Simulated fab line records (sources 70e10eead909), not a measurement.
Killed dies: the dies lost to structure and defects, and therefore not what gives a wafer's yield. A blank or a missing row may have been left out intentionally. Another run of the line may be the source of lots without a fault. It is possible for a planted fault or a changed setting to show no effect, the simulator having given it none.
Which tool was responsible? | flow nand_harc | Sampling: 11 lots, 33 wafers, 5 of 1302 route steps

== WHAT EACH GAUGE READ, for each wafer ==
The record lacks any reading of a measuring or inspecting step that a usual standard deviation could be used to judge.

== EACH LOT AND THE TOOL THAT RAN IT (in order: tool; ch and the chambers of the sampled wafers; start) ==
lot  | NHARC_A_CHANNEL_HOLE_D2_ETCH_20  | NHARC_A_CHANNEL_HOLE_D2_ETCH_24  | NHARC_A_CHANNEL_HOLE_D2_STRIP_28              | NHARC_A_CHANNEL_HOLE_D2_XSEM_32 | NHARC_A_CHANNEL_FILL_D2_ALD_02
L562 | har_etch-01 ch 0,1, day 14 06:26 | har_etch-01 ch 0,1, day 14 08:36 | rie_diel-06 ch 2,3, day 14 11:50 or earlier   | xsem-02 ch 0, day 14 11:50      | ald_hk-04 ch 0,1,2, day 14 12:11
L566 | har_etch-02 ch 0,1, day 15 22:27 | har_etch-02 ch 0,1, day 16 00:28 | rie_diel-06 ch 0,2,3, day 16 03:56 or earlier | xsem-02 ch 0, day 16 03:56      | ald_hk-04 ch 0,2,3, day 16 04:18
L567 | har_etch-02 ch 0,1, day 16 02:46 | har_etch-02 ch 0,1, day 16 05:00 | rie_diel-12 ch 0,1, day 16 08:05 or earlier   | xsem-02 ch 0, day 16 08:05      | ald_hk-01 ch 0,3, day 16 08:26
L569 | har_etch-01 ch 1, day 16 21:22   | har_etch-01 ch 1, day 16 23:23   | rie_diel-12 ch 0,1,3, day 17 02:53 or earlier | xsem-02 ch 0, day 17 02:53      | ald_hk-01 ch 2,3, day 17 03:10
L570 | har_etch-02 ch 0,1, day 17 10:58 | har_etch-02 ch 0,1, day 17 12:59 | rie_diel-10 ch 0,2,3, day 17 16:26 or earlier | xsem-01 ch 0, day 17 16:26      | ald_hk-01 ch 0,2,3, day 17 16:45
L578 | har_etch-01 ch 0,1, day 20 14:07 | har_etch-01 ch 0,1, day 20 16:08 | rie_diel-12 ch 0,1,3, day 20 19:37 or earlier | xsem-01 ch 0, day 20 19:37      | ald_hk-01 ch 1,2,3, day 20 19:55
L579 | har_etch-02 ch 1, day 20 17:10   | har_etch-02 ch 1, day 20 19:11   | rie_diel-12 ch 1,2,3, day 20 22:41 or earlier | xsem-02 ch 0, day 20 22:41      | ald_hk-04 ch 0,1,3, day 20 23:07
L580 | har_etch-01 ch 0,1, day 20 18:21 | har_etch-01 ch 0,1, day 20 20:27 | rie_diel-06 ch 0,2,3, day 20 23:48 or earlier | xsem-01 ch 0, day 20 23:48      | ald_hk-01 ch 0,1, day 21 00:10
L582 | har_etch-02 ch 1, day 21 18:34   | har_etch-02 ch 1, day 21 20:36   | rie_diel-12 ch 0,3, day 22 11:45 or earlier   | xsem-02 ch 0, day 22 11:45      | ald_hk-01 ch 0,2,3, day 22 12:11
L581 | har_etch-01 ch 0,1, day 21 20:12 | har_etch-01 ch 0,1, day 21 22:22 | rie_diel-06 ch 0,1,3, day 22 01:46 or earlier | xsem-01 ch 0, day 22 01:46      | ald_hk-04 ch 2,3, day 22 02:04
L583 | har_etch-02 ch 0,1, day 22 10:31 | har_etch-02 ch 0,1, day 22 12:42 | rie_diel-12 ch 0,1, day 22 15:55 or earlier   | xsem-02 ch 0, day 22 15:55      | ald_hk-01 ch 1,3, day 22 16:13
- NHARC_A_CHANNEL_HOLE_D2_ETCH_20: etches the open film in C4F8/O2/Ar, time 361.9 s, target depth 1600 nm.
- NHARC_A_CHANNEL_HOLE_D2_ETCH_24: etches the open film in C4F8/O2/Ar, time 906.2 s, target depth 1500 nm.
- NHARC_A_CHANNEL_HOLE_D2_STRIP_28: strips in O2.
- NHARC_A_CHANNEL_HOLE_D2_XSEM_32
- NHARC_A_CHANNEL_FILL_D2_ALD_02: deposits SiO2, target thk 6 nm, pulse time 10 s, ald cycles 60.

== WHAT THE TOOLS THEMSELVES READ (means of the sampled wafers that have a number; where no wafer has one, the mark that the record gives instead) ==
NHARC_A_CHANNEL_HOLE_D2_ETCH_20.
lot  | tool        | drypump_motor_current_A (A) | he_backside_leak_sccm (sccm) | showerhead_plenum_p_Torr (Torr) | temp_c (C) | throttle_valve_pct (%)
L562 | har_etch-01 | 6.4                         | 6.0                          | 3.69                            | -20.00     | 32.156
L566 | har_etch-02 | 5.5                         | 6.3                          | 3.58                            | -20.01     | 32.157
L567 | har_etch-02 | 5.5                         | 6.5                          | 3.58                            | -19.93     | 32.153
L569 | har_etch-01 | 6.8                         | 5.9                          | 3.67                            | -19.92     | 32.150
L570 | har_etch-02 | 5.9                         | 5.8                          | 3.93                            | -19.97     | 32.157
L578 | har_etch-01 | 6.1                         | 6.0                          | 3.64                            | -20.04     | 32.156
L579 | har_etch-02 | 6.2                         | 5.6                          | 3.91                            | -19.97     | 32.160
L580 | har_etch-01 | 6.5                         | 6.2                          | 3.64                            | -19.84     | 32.154
L582 | har_etch-02 | 6.2                         | 6.0                          | 3.90                            | -19.88     | 32.156
L581 | har_etch-01 | 6.1                         | 6.1                          | 3.63                            | -20.14     | 32.151
L583 | har_etch-02 | 5.5                         | 5.4                          | 3.90                            | -19.95     | 32.159

NHARC_A_CHANNEL_HOLE_D2_ETCH_24.
lot  | tool        | drypump_motor_current_A (A) | he_backside_leak_sccm (sccm) | showerhead_plenum_p_Torr (Torr) | temp_c (C) | throttle_valve_pct (%)
L562 | har_etch-01 | 6.4                         | 5.7                          | 3.69                            | -20.05     | 32.234
L566 | har_etch-02 | 5.5                         | 6.5                          | 3.57                            | -20.18     | 32.235
L567 | har_etch-02 | 5.5                         | 6.5                          | 3.57                            | -19.93     | 32.239
L569 | har_etch-01 | 6.8                         | 5.9                          | 3.66                            | -20.03     | 32.247
L570 | har_etch-02 | 5.9                         | 5.1                          | 3.93                            | -19.99     | 32.243
L578 | har_etch-01 | 6.1                         | 6.0                          | 3.63                            | -20.11     | 32.238
L579 | har_etch-02 | 6.2                         | 5.7                          | 3.90                            | -20.03     | 32.242
L580 | har_etch-01 | 6.4                         | 6.3                          | 3.63                            | -19.96     | 32.242
L582 | har_etch-02 | 6.2                         | 5.7                          | 3.89                            | -20.10     | 32.233
L581 | har_etch-01 | 6.1                         | 6.4                          | 3.62                            | -19.93     | 32.241
L583 | har_etch-02 | 5.5                         | 5.4                          | 3.89                            | -20.02     | 32.244

NHARC_A_CHANNEL_HOLE_D2_STRIP_28.
lot  | tool        | drypump_motor_current_A (A) | oes_product_au (a.u.) | rf_vpp_V (V) | showerhead_plenum_p_Torr (Torr) | throttle_valve_pct (%)
L562 | rie_diel-06 | 6.0                         | 1.003                 | 58.7         | 3.69                            | 17.034
L566 | rie_diel-06 | 5.8                         | 1.013                 | 58.2         | 3.67                            | 17.038
L567 | rie_diel-12 | 6.1                         | 0.996                 | 57.7         | 3.54                            | 17.046
L569 | rie_diel-12 | 6.1                         | 1.006                 | 57.5         | 3.50                            | 17.039
L570 | rie_diel-10 | 5.5                         | 1.002                 | 57.0         | 3.46                            | 17.045
L578 | rie_diel-12 | 6.1                         | 0.997                 | 57.2         | 3.50                            | 17.048
L579 | rie_diel-12 | 6.2                         | 1.007                 | 57.1         | 3.46                            | 17.036
L580 | rie_diel-06 | 5.8                         | 0.998                 | 57.3         | 3.66                            | 17.037
L582 | rie_diel-12 | 6.0                         | 0.998                 | 58.2         | 3.60                            | 17.033
L581 | rie_diel-06 | 5.5                         | 0.997                 | 58.1         | 3.75                            | 17.042
L583 | rie_diel-12 | 6.1                         | 0.998                 | 58.1         | 3.54                            | 17.040

NHARC_A_CHANNEL_HOLE_D2_XSEM_32.
lot  | tool    | bot_cd_nm (nm) | bow_nm (nm) | tilt_deg (degrees)
L562 | xsem-02 | 74.7           | 8.60        | 0.11
L566 | xsem-02 | 74.7           | 8.80        | 0.05
L567 | xsem-02 | 75.3           | 9.44        | 0.03
L569 | xsem-02 | 74.2           | 8.71        | 0.06
L570 | xsem-01 | 75.0           | 9.16        | 0.08
L578 | xsem-01 | 75.1           | 8.46        | 0.07
L579 | xsem-02 | 75.5           | 8.57        | 0.02
L580 | xsem-01 | 74.5           | 8.64        | 0.08
L582 | xsem-02 | 74.3           | 8.01        | 0.05
L581 | xsem-01 | 74.3           | 8.87        | 0.03
L583 | xsem-02 | 73.8           | 8.77        | 0.12

NHARC_A_CHANNEL_FILL_D2_ALD_02.
lot  | tool      | heater_power_w (W) | precursor_pulse_height_rel
L562 | ald_hk-04 | 522                | 0.999
L566 | ald_hk-04 | 472                | 0.999
L567 | ald_hk-01 | 488                | 1.015
L569 | ald_hk-01 | 472                | 0.985
L570 | ald_hk-01 | 474                | 0.994
L578 | ald_hk-01 | 480                | 1.001
L579 | ald_hk-04 | 522                | 1.013
L580 | ald_hk-01 | 475                | 1.005
L582 | ald_hk-01 | 480                | 0.999
L581 | ald_hk-04 | 447                | 1.000
L583 | ald_hk-01 | 491                | 0.982

== THE ANSWER, worked out from the rows above alone ==
Rule: the usual values come from the lots themselves. The widest of any qualifying gaps counts: lots, ordered by their means at a reading, are off when they make up no more than a third of the lots, leave a main group of 4 or more, and stand apart from it by 3 or more times the standard deviation of that group's means. If all means in a main group match to the digits the tables above print for the reading, that group is not used. Also off: a lot with no number at a reading for which 4 or more lots have one. Any other lot the step has rows for is counted as sound. Order of review: gauges by route order, followed by the tools' own readings, for which a lot's mean as printed above is used. The first step at which some lot is off is used, and at that step the reading that is off furthest; a lot without a number counts as furthest.
No lot is off on any of the readings shown, so nothing can be concluded from this.

== WHAT HAD BEEN PUT IN BY THE SIMULATOR ==
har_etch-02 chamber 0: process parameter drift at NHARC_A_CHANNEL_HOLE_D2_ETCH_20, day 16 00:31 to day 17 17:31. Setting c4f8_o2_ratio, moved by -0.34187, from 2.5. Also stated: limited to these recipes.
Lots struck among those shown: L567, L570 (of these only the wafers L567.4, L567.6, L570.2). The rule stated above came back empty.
